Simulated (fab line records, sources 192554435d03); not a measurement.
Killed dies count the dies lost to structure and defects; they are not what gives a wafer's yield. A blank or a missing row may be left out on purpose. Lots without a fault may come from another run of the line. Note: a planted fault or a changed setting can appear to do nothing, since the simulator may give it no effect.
Which tool is to blame? | flow n5Finfet | Sampling: 24 lots, 72 wafers, 5 of 1938 route steps

== WHAT THE GAUGES READ, wafer by wafer ==
N5_BEOL_M4_INSPECT_13: inspects for defects (brightfield). Usual: 398 for rawDefectCount, sd 82.
lot  | measured     | on               | rawDefectCount | flag
L074 | day 7 08:49  | defectInspect-01 | 381 269 406    | 
L076 | day 7 15:54  | defectInspect-01 | 331 388 430    | 
L075 | day 8 11:22  | defectInspect-01 | 364 435 265    | 
L077 | day 8 11:32  | defectInspect-01 | 338 295 417    | 
L078 | day 8 12:49  | defectInspect-01 | 472 380 325    | 
L079 | day 8 18:01  | defectInspect-02 | 425 449 388    | 
L080 | day 9 06:04  | defectInspect-01 | 409 348 360    | 
L081 | day 9 06:22  | defectInspect-02 | 392 356 423    | 
L082 | day 9 06:32  | defectInspect-02 | 376 334 262    | 
L085 | day 9 23:10  | defectInspect-01 | 506 482 391    | 
L083 | day 9 23:29  | defectInspect-01 | 456 519 482    | 
L084 | day 10 01:50 | defectInspect-02 | 303 435 418    | 
L086 | day 11 11:41 | defectInspect-02 | 254 266 257    | 
L089 | day 11 11:46 | defectInspect-01 | 543 357 343    | 
L087 | day 11 20:26 | defectInspect-01 | 299 309 359    | 
L088 | day 11 20:31 | defectInspect-02 | 447 354 474    | 
L090 | day 11 21:10 | defectInspect-02 | 414 409 379    | 
L091 | day 11 22:19 | defectInspect-02 | 256 505 415    | 
L093 | day 12 03:50 | defectInspect-02 | 323 494 364    | 
L092 | day 12 06:51 | defectInspect-01 | 419 480 383    | 
L094 | day 12 07:11 | defectInspect-01 | 357 542 358    | 
L095 | day 13 00:16 | defectInspect-02 | 471 398 613    | 
L096 | day 13 13:58 | defectInspect-02 | 435 380 278    | 
L097 | day 14 00:17 | defectInspect-02 | 324 415 312    | 

== EACH LOT AND THE TOOL THAT RAN IT (in order: tool; ch and the chambers of the sampled wafers; start) ==
lot  | N5_BEOL_M3_SURFACE_TREAT_85 | N5_BEOL_M3_ANNEAL_89        | N5_BEOL_M3_SPUTTER_92       | N5_BEOL_M3_CO_CAP_55
L074 | pvdSputter-01, day 7 03:56  | pvdSputter-01, day 7 05:20  | pvdSputter-01, day 7 05:41  | cvdCo-02 ch 0,1, day 7 07:01
L076 | pvdSputter-03, day 7 11:38  | pvdSputter-03, day 7 12:56  | pvdSputter-03, day 7 13:18  | cvdCo-01 ch 0,1,2, day 7 14:36
L075 | pvdSputter-02, day 8 05:52  | pvdSputter-02, day 8 07:16  | pvdSputter-02, day 8 07:38  | cvdCo-01 ch 0,1,2, day 8 08:56
L077 | pvdSputter-02, day 8 06:00  | pvdSputter-01, day 8 07:25  | pvdSputter-01, day 8 07:46  | cvdCo-01 ch 1,2, day 8 09:04
L078 | pvdSputter-02, day 8 06:13  | pvdSputter-02, day 8 09:07  | pvdSputter-02, day 8 09:28  | cvdCo-02 ch 0,1, day 8 10:46
L079 | pvdSputter-01, day 8 13:46  | pvdSputter-03, day 8 15:09  | pvdSputter-03, day 8 15:31  | cvdCo-01 ch 0,1,2, day 8 16:53
L080 | pvdSputter-01, day 9 02:19  | pvdSputter-03, day 9 03:31  | pvdSputter-03, day 9 03:52  | cvdCo-01 ch 1,2, day 9 05:10
L081 | pvdSputter-03, day 9 02:19  | pvdSputter-01, day 9 03:34  | pvdSputter-01, day 9 03:55  | cvdCo-01 ch 0,1,2, day 9 05:17
L082 | pvdSputter-01, day 9 02:22  | pvdSputter-02, day 9 03:46  | pvdSputter-02, day 9 04:07  | cvdCo-01 ch 0,1,2, day 9 05:28
L085 | pvdSputter-02, day 9 17:58  | pvdSputter-03, day 9 19:14  | pvdSputter-03, day 9 19:35  | cvdCo-02 ch 0,1,2, day 9 20:54
L083 | pvdSputter-02, day 9 18:10  | pvdSputter-01, day 9 19:21  | pvdSputter-01, day 9 19:43  | cvdCo-01 ch 1,2, day 9 21:02
L084 | pvdSputter-02, day 9 21:17  | pvdSputter-01, day 9 22:32  | pvdSputter-01, day 9 22:53  | cvdCo-01 ch 1,2, day 10 00:12
L086 | pvdSputter-02, day 11 07:20 | pvdSputter-01, day 11 08:32 | pvdSputter-01, day 11 08:53 | cvdCo-02 ch 0,1,2, day 11 10:11
L089 | pvdSputter-03, day 11 07:49 | pvdSputter-03, day 11 08:59 | pvdSputter-03, day 11 09:21 | cvdCo-01 ch 0,1,2, day 11 10:40
L087 | pvdSputter-02, day 11 14:08 | pvdSputter-02, day 11 15:19 | pvdSputter-02, day 11 15:40 | cvdCo-01 ch 0,1, day 11 17:02
L088 | pvdSputter-02, day 11 14:17 | pvdSputter-03, day 11 15:42 | pvdSputter-03, day 11 16:04 | cvdCo-02 ch 0,1,2, day 11 17:29
L090 | pvdSputter-01, day 11 14:25 | pvdSputter-02, day 11 17:11 | pvdSputter-02, day 11 17:33 | cvdCo-01 ch 0,1,2, day 11 18:51
L091 | pvdSputter-01, day 11 17:55 | pvdSputter-02, day 11 19:09 | pvdSputter-02, day 11 19:31 | cvdCo-01 ch 1,2, day 11 20:49
L093 | pvdSputter-03, day 11 23:30 | pvdSputter-03, day 12 00:50 | pvdSputter-03, day 12 01:11 | cvdCo-01 ch 0,1, day 12 02:31
L092 | pvdSputter-02, day 12 00:47 | pvdSputter-01, day 12 02:24 | pvdSputter-01, day 12 02:46 | cvdCo-01 ch 1,2, day 12 04:05
L094 | pvdSputter-02, day 12 03:13 | pvdSputter-02, day 12 04:24 | pvdSputter-02, day 12 04:46 | cvdCo-01 ch 0,1,2, day 12 06:04
L095 | pvdSputter-01, day 12 19:40 | pvdSputter-03, day 12 20:54 | pvdSputter-03, day 12 21:16 | cvdCo-02 ch 0,1,2, day 12 22:34
L096 | pvdSputter-03, day 13 08:43 | pvdSputter-03, day 13 10:14 | pvdSputter-03, day 13 10:35 | cvdCo-01 ch 0,1,2, day 13 11:55
L097 | pvdSputter-01, day 13 20:13 | pvdSputter-01, day 13 21:24 | pvdSputter-01, day 13 21:46 | cvdCo-02 ch 0,2, day 13 23:04
- N5_BEOL_M3_SURFACE_TREAT_85
- N5_BEOL_M3_ANNEAL_89: time 240 s.
- N5_BEOL_M3_SPUTTER_92: material Cu, target thk 4.5 nm, time 8.29 s.
- N5_BEOL_M3_CO_CAP_55: material Co, precursor CCTBA/H2, target thk 2 nm, time 102.1 s.

== AS READ BY THE TOOLS THEMSELVES (means over the sampled wafers that have a number; for cases with no such wafer, the mark the record gives instead) ==
N5_BEOL_M3_ANNEAL_89. Usual: 834 W for heaterPowerW, sd 100.
lot  | tool          | heaterPowerW (W) | flag
L074 | pvdSputter-01 | 982              | 
L076 | pvdSputter-03 | 786              | 
L075 | pvdSputter-02 | 774              | 
L077 | pvdSputter-01 | 905              | 
L078 | pvdSputter-02 | 867              | 
L079 | pvdSputter-03 | 804              | 
L080 | pvdSputter-03 | 810              | 
L081 | pvdSputter-01 | 949              | 
L082 | pvdSputter-02 | 819              | 
L085 | pvdSputter-03 | 689              | 
L083 | pvdSputter-01 | 941              | 
L084 | pvdSputter-01 | 856              | 
L086 | pvdSputter-01 | 932              | 
L089 | pvdSputter-03 | 812              | 
L087 | pvdSputter-02 | 870              | 
L088 | pvdSputter-03 | 797              | 
L090 | pvdSputter-02 | 832              | 
L091 | pvdSputter-02 | 855              | 
L093 | pvdSputter-03 | 799              | 
L092 | pvdSputter-01 | 863              | 
L094 | pvdSputter-02 | 849              | 
L095 | pvdSputter-03 | 743              | 
L096 | pvdSputter-03 | 805              | 
L097 | pvdSputter-01 | 945              | 

N5_BEOL_M3_SPUTTER_92. Usual: 30.0 % for throttleValvePct, sd 0.92.
lot  | tool          | throttleValvePct (%) | flag
L074 | pvdSputter-01 | 29.8                 | 
L076 | pvdSputter-03 | 29.8                 | 
L075 | pvdSputter-02 | 30.2                 | 
L077 | pvdSputter-01 | 30.7                 | 
L078 | pvdSputter-02 | 29.1                 | 
L079 | pvdSputter-03 | 30.2                 | 
L080 | pvdSputter-03 | 30.4                 | 
L081 | pvdSputter-01 | 29.3                 | 
L082 | pvdSputter-02 | 29.9                 | 
L085 | pvdSputter-03 | 29.7                 | 
L083 | pvdSputter-01 | 29.4                 | 
L084 | pvdSputter-01 | 30.2                 | 
L086 | pvdSputter-01 | 30.3                 | 
L089 | pvdSputter-03 | 30.5                 | 
L087 | pvdSputter-02 | 29.4                 | 
L088 | pvdSputter-03 | 30.3                 | 
L090 | pvdSputter-02 | 29.7                 | 
L091 | pvdSputter-02 | 29.5                 | 
L093 | pvdSputter-03 | 30.4                 | 
L092 | pvdSputter-01 | 29.3                 | 
L094 | pvdSputter-02 | 29.6                 | 
L095 | pvdSputter-03 | 29.7                 | 
L096 | pvdSputter-03 | 30.3                 | 
L097 | pvdSputter-01 | 29.3                 | 

N5_BEOL_M3_CO_CAP_55. Usual: 241 W for heaterPowerW, sd 33.
lot  | tool     | heaterPowerW (W) | flag
L074 | cvdCo-02 | 241              | 
L076 | cvdCo-01 | 237              | 
L075 | cvdCo-01 | 239              | 
L077 | cvdCo-01 | 270              | 
L078 | cvdCo-02 | 241              | 
L079 | cvdCo-01 | 242              | 
L080 | cvdCo-01 | 270              | 
L081 | cvdCo-01 | 242              | 
L082 | cvdCo-01 | 243              | 
L085 | cvdCo-02 | 244              | 
L083 | cvdCo-01 | 271              | 
L084 | cvdCo-01 | 259              | 
L086 | cvdCo-02 | 242              | 
L089 | cvdCo-01 | 241              | 
L087 | cvdCo-01 | 212              | 
L088 | cvdCo-02 | 244              | 
L090 | cvdCo-01 | 240              | 
L091 | cvdCo-01 | 264              | 
L093 | cvdCo-01 | 209              | 
L092 | cvdCo-01 | 260              | 
L094 | cvdCo-01 | 238              | 
L095 | cvdCo-02 | 241              | 
L096 | cvdCo-01 | 239              | 
L097 | cvdCo-02 | 244              | 

== THE ANSWER, worked out from the rows above alone ==
Rule: a lot counts as off when the mean over its wafers that have a number is more than 3 standard deviations away from the usual mean. A lot without any number at a reading at which 4 lots or more have one is off too. The other lots that the step has rows for count as sound. Order of review: gauges by route order, followed by the tools' own readings, for which a lot's mean as printed above is used. At the first step where some lot is off, the reading lying furthest off is the one used; lots without a number count as furthest.
Nothing can be told from this: no lot is off at any reading shown.

== WHAT THE SIMULATOR HAD PUT IN ==
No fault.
